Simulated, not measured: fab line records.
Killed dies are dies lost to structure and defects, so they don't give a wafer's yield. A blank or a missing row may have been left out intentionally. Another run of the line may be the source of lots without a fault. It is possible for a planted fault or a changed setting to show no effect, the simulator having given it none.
fab line records	flow n5_finfet
record lots=6	wafers=18	last_day=17
route steps=1938 shown ZERO_LAYER@3 BEOL_M4@1111 PASSIVATION@1936
lots untouched by any fault: they come from a run of this same line in which no faults occurred
start_h: hours from the record's first day to the start of the lot's first wafer shown	wait_h: how many hours have passed since the lot's step before this one	" unchanged from the row above	L1.1+2: a single row standing in for several wafers	- no value, or no start given	* or withheld: withheld	< > ~ a bound
route shown NAME@n: NAME is a module with steps in the file, n the number in the route of the first one	usual: mean and standard deviation over wafers with no fault	same: alike in all rows	chamber/n: place in a boat	sites: each site's reading	_std_site: the values' standard deviation	_edge_site: the outer-site mean with the inner-site mean subtracted	radius_mm: for every site, how far away it sits from the centre of the wafer	mask NAME#n: copy n	behind: tool/chamber where the wafer was last shaped	hold: cause of the lot's hold/its duration in hours/its outcome	device: the n, p or np transistor that did not switch	end of line: at the end of the route, the tests of the same wafers	where a step has no rows: the recipe by itself	killed: not the wafer's yield, but the dies lost to structure and defects at the first sort	map: a wafer's dies, marking killed ones x, the rest . and places with no die _
set.NAME: the run value of the setting; set.NAME@STEP: its run value at that earlier step	model.NAME: the simulator's own value behind a step, which no gauge read
lots seen at some steps along the route; tables by step, rows by wafer
services: when a tool's chamber went out of use (start_h, in hours from the record's first day, below 0 if earlier), for how many hours, and the reason
## steps
# step N5_ZERO_LAYER_SRD_01
# recipe time_s=30	temp_c=23	rinse_liquid=diw	dry=n2_spin	spin_rpm=1500	dry_time_s=30
# step N5_ZERO_LAYER_PECVD_02
# recipe material=SiO2	target_thk_a=100	temp_c=400	precursor=SiH4/N2O	pressure_torr=0.75	rf_w=275	time_s=6
# usual heater_power_w=773/83	showerhead_plenum_p_Torr=8.12/0.17
# same time_s=6
lot.wafer	tool	chamber	start_h	wait_h	heater_power_w	showerhead_plenum_p_Torr
L695.2	pecvd-02	1	18.28	0.0	660	8.43
L695.3	"	0	"	"	769	8.11
L695.5	"	0	"	"	801	8.12
L696.1	pecvd-02	1	24.47	0.0	764	8.44
L696.2	"	0	"	"	844	8.11
L696.4	"	0	"	"	825	8.11
L700.1	pecvd-02	0	48.28	0.0	870	8.11
L700.4	"	1	"	"	791	8.44
L700.5	"	0	"	"	859	8.11
L701.1	pecvd-03	2	54.29	0.0	785	8.05
L701.2	"	1	"	"	878	8.17
L701.4	"	1	"	"	851	8.17
L710.2	pecvd-01	0	108.28	0.0	769	8.05
L710.4	"	0	"	"	799	8.08
L710.6	"	1	"	"	869	8.11
L712.1	pecvd-01	0	120.28	0.0	836	8.07
L712.4	"	0	"	"	823	8.07
L712.5	"	1	"	"	942	8.14
# step N5_ZERO_LAYER_HMDS_04
# recipe time_s=60	temp_c=120
# step N5_ZERO_LAYER_COAT_05
# recipe spin_rpm=1500	resist_thk_nm=1000
# step N5_ZERO_LAYER_EBR_07
# recipe solvent=PGMEA	ebr_width_mm=1.5
# step N5_ZERO_LAYER_SOFTBAKE_06
# recipe temp_c=100	time_s=90
# step N5_ZERO_LAYER_EXPOSE_08
# recipe mask_id=ZERO	na=0.55	source_shape=conventional	sigma_outer=0.8	polarization=unpolarized	defocus_nm=0	target_cd_nm=2000	dose_mj=16.2
# step N5_ZERO_LAYER_PEB_09
# recipe peb_temp_c=withheld	peb_time_s=*
# step N5_ZERO_LAYER_DEVELOP_10
# recipe develop_time_s=60	rinse_liquid=diw	dry=air_spin	dev_temp_c=21
# step N5_ZERO_LAYER_HARDBAKE_23
# recipe temp_c=130	time_s=120
# step N5_ZERO_LAYER_CD_MEAS_11
# recipe target_cd_nm=2000	landing_energy_ev=500	detector=se_inlens
# usual cd_nm=1999.2/2.1
# same landing_energy_ev=500
lot.wafer	tool	chamber	start_h	wait_h	cd_nm
L695.2	cd_sem-02	0	18.64	-	1998.3
L695.3	"	0	"	"	1998.5
L695.5	"	0	"	"	1995.9
L696.1	cd_sem-02	0	24.83	-	1998.4
L696.2	"	0	"	"	2000.6
L696.4	"	0	"	"	1998.8
L700.1	cd_sem-02	0	48.64	-	2000.9
L700.4	"	0	"	"	2002.1
L700.5	"	0	"	"	1996.6
L701.1	cd_sem-01	0	54.65	-	1999.8
L701.2	"	0	"	"	1999.5
L701.4	"	0	"	"	1999.8
L710.2	cd_sem-02	0	108.64	-	1996.0
L710.4	"	0	"	"	2002.3
L710.6	"	0	"	"	1997.2
L712.1	cd_sem-01	0	120.77	-	1999.1
L712.4	"	0	"	"	2000.2
L712.5	"	0	"	"	1998.5
# step N5_ZERO_LAYER_DESCUM_16
# recipe chemistry=O2	time_s=7.9	source_power_w=50	bias_power_w=20	pressure_mtorr=20	rf_frequency_hz=2.712e+07	temp_c=40	o2_flow_sccm=225
# usual drypump_motor_current_A=5.7/0.36	oes_product_au=0.78/0.074	rf_vpp_V=243.1/1.2	showerhead_plenum_p_Torr=2.08/0.076	throttle_valve_pct=20.38/0.22
# same time_s=7.9
lot.wafer	tool	chamber	start_h	wait_h	drypump_motor_current_A	oes_product_au	rf_hours_counter_h	rf_vpp_V	showerhead_plenum_p_Torr	throttle_valve_pct
L695.2	rie_diel-02	3	18.68	0.0	4.9	0.77	159	241.4	2.02	20.84
L695.3	"	1	"	"	6.4	0.71	199	243.6	2.05	20.21
L695.5	"	2	"	"	5.8	0.81	-	242.9	2.11	20.56
L696.1	rie_diel-04	0	24.87	0.0	5.5	0.75	170	243.1	1.99	20.45
L696.2	"	1	"	"	5.2	0.71	188	245.0	2.18	20.55
L696.4	"	2	"	"	5.8	0.79	-	243.5	2.08	20.19
L700.1	rie_diel-04	3	48.87	0.2	6.3	0.94	14	244.9	2.25	20.53
L700.4	"	1	"	"	5.2	0.71	-	244.7	2.17	20.60
L700.5	"	3	"	"	6.3	0.94	-	245.4	2.25	20.54
L701.1	rie_diel-02	2	54.69	0.0	5.9	0.79	100	243.5	2.11	20.56
L701.2	"	1	"	"	6.3	0.69	208	241.9	2.05	20.23
L701.4	"	0	"	"	5.6	0.67	214	244.5	2.16	20.53
L710.2	rie_diel-04	3	108.82	0.2	6.3	0.89	31	245.0	2.24	20.56
L710.4	"	2	"	"	5.8	0.75	139	244.0	2.07	20.22
L710.6	"	3	"	"	6.3	0.90	-	243.8	2.24	20.56
L712.1	rie_diel-03	1	121.17	0.4	5.6	0.79	124	243.7	2.09	20.13
L712.4	"	3	"	"	5.5	0.72	167	244.8	2.18	20.39
L712.5	"	2	"	"	6.0	0.77	-	242.1	2.00	20.42
# step N5_ZERO_LAYER_ETCH_17
# recipe chemistry=CF4	target=SiO2	target_depth_a=120	time_s=13.3	ion_energy_ev=350	pressure_mtorr=40	source_w=450	bias_w=215	Ar_flow_sccm=100	cf4_flow_sccm=100
# usual bias_w=215.0/0.64	cf4_flow_sccm=100.0/0.33	drypump_motor_current_A=5.7/0.36	oes_product_au=0.78/0.069	rf_vpp_V=949/4.4	showerhead_plenum_p_Torr=2.14/0.068	throttle_valve_pct=15.63/0.18	time_s=13.3/0
lot.wafer	tool	chamber	start_h	wait_h	bias_w	cf4_flow_sccm	drypump_motor_current_A	oes_product_au	rf_hours_counter_h	rf_vpp_V	showerhead_plenum_p_Torr	throttle_valve_pct	time_s	model.coat_of_ZERO_LAYER_COAT_05.thk_nm
L695.2	rie_diel-02	3	18.71	0.0	215.7	99.8	4.8	0.80	159	944	2.06	15.95	13.3	971.8
L695.3	"	1	"	"	214.5	100.2	6.3	0.70	199	948	2.13	15.63	13.3	973.5
L695.5	"	2	"	"	214.4	100.2	5.8	0.82	-	950	2.17	15.78	13.3	971.5
L696.1	rie_diel-04	0	24.90	0.0	216.2	100.2	5.5	0.75	170	943	2.05	15.76	13.3	976.1
L696.2	"	1	"	"	216.2	100.3	5.2	0.70	188	953	2.21	15.70	13.3	974.7
L696.4	"	2	"	"	214.3	100.0	5.8	0.78	-	951	2.16	15.61	13.3	974.3
L700.1	rie_diel-04	3	48.91	0.0	-	-	-	-	-	-	-	-	-	984.6
L700.4	"	1	"	"	-	-	-	-	-	-	-	-	-	986
L700.5	"	3	"	"	-	-	-	-	-	-	-	-	-	985.7
L701.1	rie_diel-02	2	54.72	0.0	-	-	-	-	-	-	-	-	-	981.9
L701.2	"	1	"	"	-	-	-	-	-	-	-	-	-	982.5
L701.4	"	0	"	"	-	-	-	-	-	-	-	-	-	983.5
L710.2	rie_diel-04	3	108.86	0.0	214.7	100.5	6.3	0.88	31	956	2.28	15.59	13.3	972.2
L710.4	"	2	"	"	214.9	100.1	5.8	0.76	139	947	2.15	15.65	13.3	972
L710.6	"	3	"	"	214.2	99.9	6.3	0.89	-	957	2.28	15.59	13.3	973
L712.1	rie_diel-03	1	121.20	0.0	214.0	100.2	5.7	0.79	124	951	2.15	15.42	13.3	972.7
L712.4	"	3	"	"	216.2	99.9	5.5	0.72	167	953	2.22	15.68	13.3	974.1
L712.5	"	2	"	"	216.1	99.4	6.1	0.77	-	943	2.06	15.72	13.3	971.5
# step N5_ZERO_LAYER_ETCH_18
# recipe chemistry=HBr/Cl2	target=Si	target_depth_a=1200	time_s=40	pressure_mtorr=10	icp_w=800	bias_w=75	HBr_flow_sccm=150	Cl2_flow_sccm=80
# usual HBr_flow_sccm=149.9/0.43	bias_w=75.02/0.21	drypump_motor_current_A=5.7/0.47	mfc_cl2_sccm=79.95/0.23	oes_product_au=1.005/0.019	throttle_valve_pct=36.3/0.31
# same time_s=40
lot.wafer	tool	chamber	start_h	wait_h	HBr_flow_sccm	bias_w	drypump_motor_current_A	mfc_cl2_sccm	oes_product_au	rf_hours_counter_h	throttle_valve_pct	model.coat_of_ZERO_LAYER_COAT_05.thk_nm
L695.2	rie_si-04	1	18.79	0.0	150.3	75.21	5.2	79.77	1.003	8	35.9	932.3
L695.3	"	3	"	"	149.9	75.34	5.3	79.58	1.009	178	35.6	934.2
L695.5	"	0	"	"	150.1	75.15	5.9	80.03	1.014	-	36.5	931
L696.1	rie_si-03	3	24.98	0.0	149.8	74.77	6.3	79.79	1.032	88	36.3	935.6
L696.2	"	1	"	"	150.5	74.92	6.2	80.26	0.988	139	36.9	935
L696.4	"	0	"	"	149.5	74.72	5.6	79.64	0.979	8	36.0	933.2
L700.1	rie_si-01	1	48.98	0.0	150.5	74.82	5.8	80.15	1.024	148	36.2	944.5
L700.4	"	0	"	"	149.4	75.15	6.4	80.08	1.012	33	36.2	945.6
L700.5	"	2	"	"	149.4	75.38	5.3	80.08	1.011	-	36.6	946
L701.1	rie_si-04	3	54.79	0.0	149.4	75.04	5.3	79.77	1.015	179	35.6	941.7
L701.2	"	1	"	"	151.1	74.64	5.1	80.15	1.008	8	35.9	942.3
L701.4	"	2	"	"	150.1	74.71	5.2	79.91	0.989	110	35.9	944.2
L710.2	rie_si-01	3	108.93	0.0	150.4	75.17	4.8	79.87	0.976	91	36.3	932.6
L710.4	"	1	"	"	149.3	75.27	5.8	80.05	1.032	149	36.2	931.5
L710.6	"	1	"	"	149.4	74.61	5.8	79.98	1.029	-	36.2	932.8
L712.1	rie_si-01	0	121.28	0.0	149.5	75.10	6.3	79.70	1.016	34	36.2	932.4
L712.4	"	3	"	"	150.1	75.16	4.8	79.65	0.966	91	36.3	934.1
L712.5	"	0	"	"	150.0	75.15	6.3	79.98	1.015	-	36.3	931.4
# step N5_ZERO_LAYER_STRIP_24
# recipe chemistry=O2	power_w=1000	temp_c=250	overash_fraction=0.3	pressure_mtorr=1000	o2_flow_sccm=6750
# usual drypump_motor_current_A=5.59/0.24	heater_power_w=332/17	oes_product_au=0.647/0.004	strip_time_to_endpoint_s=43.89/0.071
lot.wafer	tool	chamber	start_h	wait_h	drypump_motor_current_A	heater_power_w	oes_product_au	rf_hours_counter_h	strip_time_to_endpoint_s
L695.2	plasma_asher-02	0	18.89	0.1	5.33	355	0.649	22	43.90
L695.3	"	0	"	"	5.34	345	0.641	-	43.97
L695.5	"	1	"	"	5.76	311	0.646	-	43.87
L696.1	plasma_asher-01	1	25.08	0.1	5.86	313	0.649	83	44.00
L696.2	"	0	"	"	5.36	351	0.646	83	43.99
L696.4	"	0	"	"	5.35	359	0.637	-	43.93
L700.1	plasma_asher-01	0	49.08	0.1	5.37	351	0.647	88	44.27
L700.4	"	1	"	"	5.90	317	0.647	-	44.31
L700.5	"	1	"	"	5.87	315	0.649	-	44.32
L701.1	plasma_asher-01	0	54.90	0.1	5.39	351	0.646	90	44.18
L701.2	"	1	"	"	5.87	315	0.651	90	44.20
L701.4	"	0	"	"	5.36	356	0.647	-	44.28
L710.2	plasma_asher-01	1	109.03	0.1	5.87	317	0.651	101	43.92
L710.4	"	1	"	"	5.87	316	0.648	-	43.88
L710.6	"	1	"	"	5.88	311	0.647	-	43.92
L712.1	plasma_asher-01	1	121.40	0.1	5.87	316	0.640	104	43.90
L712.4	"	0	"	"	5.36	358	0.648	-	43.97
L712.5	"	0	"	"	5.35	357	0.643	-	43.88
# step N5_ZERO_LAYER_STRIP_19
# recipe chemistry=SPM	time_s=900	temp_c=130	h2so4_h2o2_vol_ratio=4	dry=ipa_marangoni
# step N5_BEOL_M4_RC_MEAS_101
# usual DIBL_N=36.0/1.8	DIBL_P=36.3/2.4	IOFF_N=0.16/0.035	IOFF_P=0.21/0.036	ION_N=673/13	ION_P=461/7.2	SS_N=71.4/0.6	SS_P=73.2/0.7	VT_N=250/4	VT_P=-250.9/2.9
lot.wafer	tool	chamber	start_h	wait_h	DIBL_N[mV/V]	DIBL_P[mV/V]	IOFF_N[nA/um]	IOFF_P[nA/um]	ION_N[uA/um]	ION_P[uA/um]	SS_N[mV/dec]	SS_P[mV/dec]	VT_N[mV]	VT_P[mV]
L695.2	prober-02	0	188.40	0.2	37.2	38.8	0.18	0.25	677	467	72.2	74.2	247	-248.4
L695.3	"	0	"	"	35.8	37.0	0.16	0.22	670	460	72.6	72.5	250	-253.0
L695.5	"	0	"	"	36.7	38.0	0.18	0.24	682	467	72.6	73.1	246	-248.6
L696.1	prober-01	0	191.19	0.0	37.9	40.6	0.20	0.27	688	469	71.1	73.8	248	-247.2
L696.2	"	0	"	"	37.4	39.3	0.19	0.25	693	477	71.5	74.7	248	-248.0
L696.4	"	0	"	"	35.5	36.9	0.16	0.20	670	467	70.9	72.8	251	-250.3
L710.2	prober-01	0	276.11	0.2	37.0	36.1	0.16	0.20	670	454	71.7	73.3	252	-253.1
L710.4	"	0	"	"	33.8	33.0	0.12	0.16	660	458	70.5	72.4	256	-254.9
L710.6	"	0	"	"	32.8	30.6	0.10	0.13	646	442	69.7	71.9	260	-255.0
L712.1	prober-01	0	286.61	0.0	37.3	38.7	0.16	0.25	677	468	71.8	73.3	252	-250.9
L712.4	"	0	"	"	36.5	35.5	0.14	0.19	660	448	71.7	73.0	255	-250.3
L712.5	"	0	"	"	35.4	34.9	0.12	0.18	648	452	71.3	72.5	254	-251.1
# step N5_PASSIVATION_PROBE_49
# usual defect_limited_yield=91.2/1.4	killed_at_M0_to_M3=35/11	killed_at_M4_up=14/5.6	killed_at_contacts=12/5.6	killed_at_front_end=38/11	killed_at_other=4/3.4	killed_dies=103/17	killed_on_rim=13/3.5	killed_open=68/12	killed_short=33/8.8	sort_bin_5_function=5.1/0.89	sort_bin_6_memory=3.3/0.71	sort_n_pass=1077/17	sort_yield_pct=91.2/1.4
# same gross_dies=1180	killed_at_back_side=0	sort_bin_4_leakage[%]=0	sort_bin_8_speed[%]=0
lot.wafer	tool	chamber	start_h	wait_h	defect_limited_yield[%]	killed_at_M0_to_M3	killed_at_M4_up	killed_at_contacts	killed_at_front_end	killed_at_other	killed_dies	killed_on_rim	killed_open	killed_short	sort_bin_5_function[%]	sort_bin_6_memory[%]	sort_n_pass	sort_yield_pct[%]
L700.1	prober-02	-	325.54	0.0	0	25	19	4	1127	5	1180	152	56	30	96.4	3.3	0	0
L700.4	prober-02	-	325.69	0.2	0	85	16	11	1063	5	1180	152	102	53	94.4	5.2	0	0
L700.5	prober-02	-	325.74	0.2	0	23	14	7	1132	4	1180	152	54	31	97.1	2.7	0	0
L701.1	prober-02	-	334.67	0.0	0	33	19	16	1112	0	1180	152	70	31	96.2	3.5	0	0
L701.2	prober-02	-	334.72	0.1	0	33	11	8	1123	5	1180	152	57	29	96.8	2.9	0	0
L701.4	prober-02	-	334.82	0.2	0	19	16	12	1127	6	1180	152	61	30	96.9	3.0	0	0
# killed by level:class
L700.1 ZERO_LAYER:area_etch=1088 BEOL_M3:geometric_particle:open=10 FIN_SAQP:geometric_particle:short=9 GATE_CUT:geometric_particle:open=6 BEOL_M2:geometric_particle:open=6 BEOL_M4:geometric_particle:open=6 BEOL_M5:geometric_particle:open=4 DUMMY_GATE:geometric_particle:open=3
L700.4 ZERO_LAYER:area_etch=1024 BEOL_M2:geometric_particle:open=27 BEOL_M0_SAQP:geometric_particle:open=16 BEOL_M0_SAQP:geometric_particle:short=14 FIN_SAQP:geometric_particle:short=12 MOL_CONTACT_COAG:geometric_particle:open=9 BEOL_M1:geometric_particle:open=9 STI_FIN_REVEAL:geometric_particle:open=6
L700.5 ZERO_LAYER:area_etch=1094 GATE_CUT:geometric_particle:short=8 BEOL_M0_SAQP:geometric_particle:short=8 GATE_CUT:geometric_particle:open=7 MOL_CONTACT_COAG:geometric_particle:open=6 FIN_SAQP:geometric_particle:open=5 BEOL_M2:geometric_particle:open=5 BEOL_M0_SAQP:geometric_particle:open=4
L701.1 ZERO_LAYER:area_etch=1077 MOL_CONTACT_COAG:geometric_particle:open=13 BEOL_M2:geometric_particle:open=13 STI_FIN_REVEAL:geometric_particle:open=8 FIN_SAQP:geometric_particle:open=6 BEOL_M1:geometric_particle:open=6 BEOL_M4:geometric_particle:open=6 BEOL_M0_SAQP:geometric_particle:short=5
L701.2 ZERO_LAYER:area_etch=1090 BEOL_M1:geometric_particle:open=12 MOL_CONTACT_COAG:geometric_particle:open=7 STI_FIN_REVEAL:geometric_particle:open=6 DUMMY_GATE:geometric_particle:open=5 GATE_CUT:geometric_particle:open=5 BEOL_M3:geometric_particle:open=5 BEOL_M0_SAQP:geometric_particle:short=4
L701.4 ZERO_LAYER:area_etch=1087 STI_FIN_REVEAL:geometric_particle:open=12 FIN_SAQP:geometric_particle:open=9 BEOL_M4:geometric_particle:open=9 MOL_CONTACT_COAG:geometric_particle:open=7 MOL_CONTACT_COAG:geometric_particle:short=5 BEOL_M3:geometric_particle:open=4 FIN_SAQP:geometric_particle:short=3
# map L700.1 (x killed, . not)
_________________xxxxxxxxxxxx________________
______________xxxxxxxxxxxxxxxxxx_____________
___________xxxxxxxxxxxxxxxxxxxxxxxx__________
__________xxxxxxxxxxxxxxxxxxxxxxxxxx_________
________xxxxxxxxxxxxxxxxxxxxxxxxxxxxxx_______
_______xxxxxxxxxxxxxxxxxxxxxxxxxxxxxxxx______
______xxxxxxxxxxxxxxxxxxxxxxxxxxxxxxxxxx_____
_____xxxxxxxxxxxxxxxxxxxxxxxxxxxxxxxxxxxx____
____xxxxxxxxxxxxxxxxxxxxxxxxxxxxxxxxxxxxxx___
___xxxxxxxxxxxxxxxxxxxxxxxxxxxxxxxxxxxxxxxx__
___xxxxxxxxxxxxxxxxxxxxxxxxxxxxxxxxxxxxxxxx__
__xxxxxxxxxxxxxxxxxxxxxxxxxxxxxxxxxxxxxxxxxx_
__xxxxxxxxxxxxxxxxxxxxxxxxxxxxxxxxxxxxxxxxxx_
_xxxxxxxxxxxxxxxxxxxxxxxxxxxxxxxxxxxxxxxxxxxx
_xxxxxxxxxxxxxxxxxxxxxxxxxxxxxxxxxxxxxxxxxxxx
_xxxxxxxxxxxxxxxxxxxxxxxxxxxxxxxxxxxxxxxxxxxx
_xxxxxxxxxxxxxxxxxxxxxxxxxxxxxxxxxxxxxxxxxxxx
_xxxxxxxxxxxxxxxxxxxxxxxxxxxxxxxxxxxxxxxxxxxx
_xxxxxxxxxxxxxxxxxxxxxxxxxxxxxxxxxxxxxxxxxxxx
_xxxxxxxxxxxxxxxxxxxxxxxxxxxxxxxxxxxxxxxxxxxx
_xxxxxxxxxxxxxxxxxxxxxxxxxxxxxxxxxxxxxxxxxxxx
__xxxxxxxxxxxxxxxxxxxxxxxxxxxxxxxxxxxxxxxxxx_
__xxxxxxxxxxxxxxxxxxxxxxxxxxxxxxxxxxxxxxxxxx_
___xxxxxxxxxxxxxxxxxxxxxxxxxxxxxxxxxxxxxxxx__
___xxxxxxxxxxxxxxxxxxxxxxxxxxxxxxxxxxxxxxxx__
____xxxxxxxxxxxxxxxxxxxxxxxxxxxxxxxxxxxxxx___
_____xxxxxxxxxxxxxxxxxxxxxxxxxxxxxxxxxxxx____
______xxxxxxxxxxxxxxxxxxxxxxxxxxxxxxxxxx_____
_______xxxxxxxxxxxxxxxxxxxxxxxxxxxxxxxx______
________xxxxxxxxxxxxxxxxxxxxxxxxxxxxxx_______
__________xxxxxxxxxxxxxxxxxxxxxxxxxx_________
___________xxxxxxxxxxxxxxxxxxxxxxxx__________
______________xxxxxxxxxxxxxxxxxx_____________
_________________xxxxxxxxxxxx________________
# map L701.1 (x killed, . not)
_________________xxxxxxxxxxxx________________
______________xxxxxxxxxxxxxxxxxx_____________
___________xxxxxxxxxxxxxxxxxxxxxxxx__________
__________xxxxxxxxxxxxxxxxxxxxxxxxxx_________
________xxxxxxxxxxxxxxxxxxxxxxxxxxxxxx_______
_______xxxxxxxxxxxxxxxxxxxxxxxxxxxxxxxx______
______xxxxxxxxxxxxxxxxxxxxxxxxxxxxxxxxxx_____
_____xxxxxxxxxxxxxxxxxxxxxxxxxxxxxxxxxxxx____
____xxxxxxxxxxxxxxxxxxxxxxxxxxxxxxxxxxxxxx___
___xxxxxxxxxxxxxxxxxxxxxxxxxxxxxxxxxxxxxxxx__
___xxxxxxxxxxxxxxxxxxxxxxxxxxxxxxxxxxxxxxxx__
__xxxxxxxxxxxxxxxxxxxxxxxxxxxxxxxxxxxxxxxxxx_
__xxxxxxxxxxxxxxxxxxxxxxxxxxxxxxxxxxxxxxxxxx_
_xxxxxxxxxxxxxxxxxxxxxxxxxxxxxxxxxxxxxxxxxxxx
_xxxxxxxxxxxxxxxxxxxxxxxxxxxxxxxxxxxxxxxxxxxx
_xxxxxxxxxxxxxxxxxxxxxxxxxxxxxxxxxxxxxxxxxxxx
_xxxxxxxxxxxxxxxxxxxxxxxxxxxxxxxxxxxxxxxxxxxx
_xxxxxxxxxxxxxxxxxxxxxxxxxxxxxxxxxxxxxxxxxxxx
_xxxxxxxxxxxxxxxxxxxxxxxxxxxxxxxxxxxxxxxxxxxx
_xxxxxxxxxxxxxxxxxxxxxxxxxxxxxxxxxxxxxxxxxxxx
_xxxxxxxxxxxxxxxxxxxxxxxxxxxxxxxxxxxxxxxxxxxx
__xxxxxxxxxxxxxxxxxxxxxxxxxxxxxxxxxxxxxxxxxx_
__xxxxxxxxxxxxxxxxxxxxxxxxxxxxxxxxxxxxxxxxxx_
___xxxxxxxxxxxxxxxxxxxxxxxxxxxxxxxxxxxxxxxx__
___xxxxxxxxxxxxxxxxxxxxxxxxxxxxxxxxxxxxxxxx__
____xxxxxxxxxxxxxxxxxxxxxxxxxxxxxxxxxxxxxx___
_____xxxxxxxxxxxxxxxxxxxxxxxxxxxxxxxxxxxx____
______xxxxxxxxxxxxxxxxxxxxxxxxxxxxxxxxxx_____
_______xxxxxxxxxxxxxxxxxxxxxxxxxxxxxxxx______
________xxxxxxxxxxxxxxxxxxxxxxxxxxxxxx_______
__________xxxxxxxxxxxxxxxxxxxxxxxxxx_________
___________xxxxxxxxxxxxxxxxxxxxxxxx__________
______________xxxxxxxxxxxxxxxxxx_____________
_________________xxxxxxxxxxxx________________
## services
tool	chamber	start_h	hours	kind
rie_si-03	-	-4.30	1.7	repair
rie_diel-04	3	8.39	26.6	repair
pecvd-01	2	9.82	5.5	scheduled_down
pecvd-03	-	13.89	28.1	pm
pecvd-01	2	18.80	9.6	repair
pecvd-01	-	31.79	4.3	pm
pecvd-03	-	41.99	2.8	pm
rie_diel-03	0	42.38	4.6	repair
rie_diel-04	2	43.58	6.8	repair
plasma_asher-02	-	43.71	14.6	pm
pecvd-01	-	51.62	28.1	pm
rie_diel-04	1	57.30	7.8	repair
rie_diel-02	3	67.77	16.2	repair
rie_si-04	0	78.27	18.3	repair
pecvd-03	-	84.78	5.5	pm
pecvd-01	-	85.51	1.7	repair
rie_si-01	0	90.11	5.1	repair
pecvd-01	-	115.27	1.3	repair
pecvd-03	-	116.11	6.0	pm
rie_diel-04	3	116.29	12.9	repair
## key
first_sign step=N5_ZERO_LAYER_ETCH_17	reading=tool_record	direction=missing
effect step=N5_ZERO_LAYER_STRIP_24	reading=strip_time_to_endpoint_s	direction=up	sigmas=5.2	usual=*	struck=*
effect step=N5_PASSIVATION_PROBE_49	reading=sort_bin_5_function	direction=up	sigmas=99+	usual=5.1	struck=96.3
model_effect step=N5_ZERO_LAYER_ETCH_17	value=coat_of_ZERO_LAYER_COAT_05.thk_nm	without=972.3	struck=984
model_effect step=N5_ZERO_LAYER_ETCH_18	value=coat_of_ZERO_LAYER_COAT_05.thk_nm	without=932.3	struck=944
more_kills_born_at N5_ZERO_LAYER_ETCH_17@rie_diel-02=3254	N5_ZERO_LAYER_ETCH_17@rie_diel-04=3206
met_at N5_ZERO_LAYER_ETCH_17
struck_wafers L700.1,L700.4,L700.5,L701.1,L701.2,L701.4
later_rows_left_out L700.1,L700.4,L700.5,L701.1,L701.2,L701.4
onset_between 24.90 48.91
fault kind=skipped_step_whole	tool=rie_diel-02,rie_diel-04	chamber=-	onset_h=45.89	steps=N5_ZERO_LAYER_ETCH_17	scope=struck_lots_only
# later_rows_left_out: the simulator's readings of these wafers behind a module that went badly wrong aren't trusted and aren't shown, but for the sort
